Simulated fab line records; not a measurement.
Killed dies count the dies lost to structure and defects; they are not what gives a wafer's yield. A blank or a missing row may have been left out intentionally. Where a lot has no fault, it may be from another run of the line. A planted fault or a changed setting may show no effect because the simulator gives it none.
Chamber matching + flow n5_finfet + rie_diel-02 running N5_BEOL_M0_SAQP_DESCUM_45: 4 sister chambers
The step chemistry O2, time 7 s. 4 wafers are shown with their chamber, then 7 later ones without.

## EACH WAFER AND ITS CHAMBER
| wafer  | chamber | showerhead_plenum_p_Torr (Torr) |
|--------|---------|---------------------------------|
| L080.5 | 1       | 2.15                            |
| L083.5 | 2       | 2.03                            |
| L086.1 | 3       | 2.04                            |
| L086.2 | 0       | 2.16                            |

## WAFERS MISSING THEIR CHAMBER
| wafer  | showerhead_plenum_p_Torr (Torr) |
|--------|---------------------------------|
| L086.6 | 2.16                            |
| L087.1 | 2.04                            |
| L087.5 | 2.03                            |
| L087.6 | 2.14                            |
| L095.1 | 2.15                            |
| L095.5 | 2.15                            |
| L095.6 | 2.14                            |

## THE CHAMBER EACH PASSED THROUGH
| wafer  | from the rows above     | in truth |
|--------|-------------------------|----------|
| L086.6 | can't be placed: 0 or 1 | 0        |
| L087.1 | can't be placed: 3 or 2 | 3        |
| L087.5 | can't be placed: 2 or 3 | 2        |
| L087.6 | can't be placed: 1 or 0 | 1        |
| L095.1 | can't be placed: 1 or 0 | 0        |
| L095.5 | can't be placed: 1 or 0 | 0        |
| L095.6 | can't be placed: 1 or 0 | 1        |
Placed correctly: 0 of 7. Cannot be placed on the basis of these rows: 7; the candidates contain the true chamber in 7. Placed wrongly: 0.
How it was worked out, from the rows above alone: a wafer's distance from a chamber is the root of the sum, over the readings, of the square of ((its reading less the chamber's mean) divided by the reading's scatter). The wafer belongs to the nearest chamber; if the next one is less than 2 further off, it can't be placed. For every chamber, the mean is computed from those of its wafers that are shown. The scatter: root of mean squared gap, hidden wafer to nearest shown wafer, with one shown wafer a chamber.
